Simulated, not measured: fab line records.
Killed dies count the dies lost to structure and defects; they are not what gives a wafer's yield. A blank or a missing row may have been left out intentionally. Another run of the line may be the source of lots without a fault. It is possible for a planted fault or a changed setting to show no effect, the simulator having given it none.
Chamber matching ; flow n5-finfet ; 3 sister chambers for N5_BEOL_M0_SAQP_PECVD_97 on pecvd-04
The step deposits SiNx from SiH4/NH3/N2, target thk 23 nm, time 19.9 s. 16 wafers are shown with their chamber, then 8 later ones without.

== WAFERS, EACH WITH ITS CHAMBER ==
wafer;chamber;throttle-valve-pct (%);showerhead-plenum-p-Torr (Torr);heater-power-w (W)
L076.2;0;36.8;5.11;512
L076.3;2;38.3;5.16;488
L076.5;2;38.5;5.16;497
L077.3;0;37.0;5.12;528
L077.5;0;37.0;5.12;540
L077.6;1;41.8;5.20;480
L078.2;0;37.0;5.11;562
L078.4;0;36.8;5.12;581
L078.6;2;38.1;5.15;507
L083.3;0;37.0;5.11;631
L083.4;1;42.0;5.20;509
L083.5;2;38.3;5.14;480
L084.1;0;36.8;5.13;612
L084.2;1;42.1;5.20;527
L084.4;0;37.2;5.11;623
L088.2;1;42.1;5.20;503

SIGNATURES (averages over the wafers above)
reading;chamber 0;chamber 1;chamber 2;scatter within a chamber
throttle-valve-pct;36.950;42.000;38.300;0.147
showerhead-plenum-p-Torr;5.1162;5.2000;5.1525;0.00714
heater-power-w;573.62;504.75;493.00;35
Rule: a wafer lies at a distance from a chamber equal to the root of the sum of squares, over the readings, of (its reading less the chamber's mean, divided by the reading's scatter). The wafer belongs to the nearest chamber; if the next one is less than 2 further off, it can't be placed. The scatter: the root of (the sum of the squares of (reading less its chamber's mean) over the shown wafers, divided by (wafers less chambers)).

== WAFERS WITH NO CHAMBER GIVEN ==
wafer;throttle-valve-pct (%);showerhead-plenum-p-Torr (Torr);heater-power-w (W)
L088.5;37.1;5.11;521
L088.6;41.9;5.20;502
L095.1;36.3;5.14;430
L095.2;41.8;5.20;539
L095.4;37.2;5.13;593
L097.1;42.0;5.21;556
L097.3;36.6;5.14;504
L097.5;41.7;5.20;534

== WHICH CHAMBER EACH WENT THROUGH ==
wafer;from the rows above;in truth
L088.5;0;0
L088.6;1;1
L095.1;0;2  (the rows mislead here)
L095.2;1;1
L095.4;0;0
L097.1;1;1
L097.3;0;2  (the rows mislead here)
L097.5;1;1
6 of 8 placed correctly. Can't be placed from these rows: 0. Placed wrongly: 2.
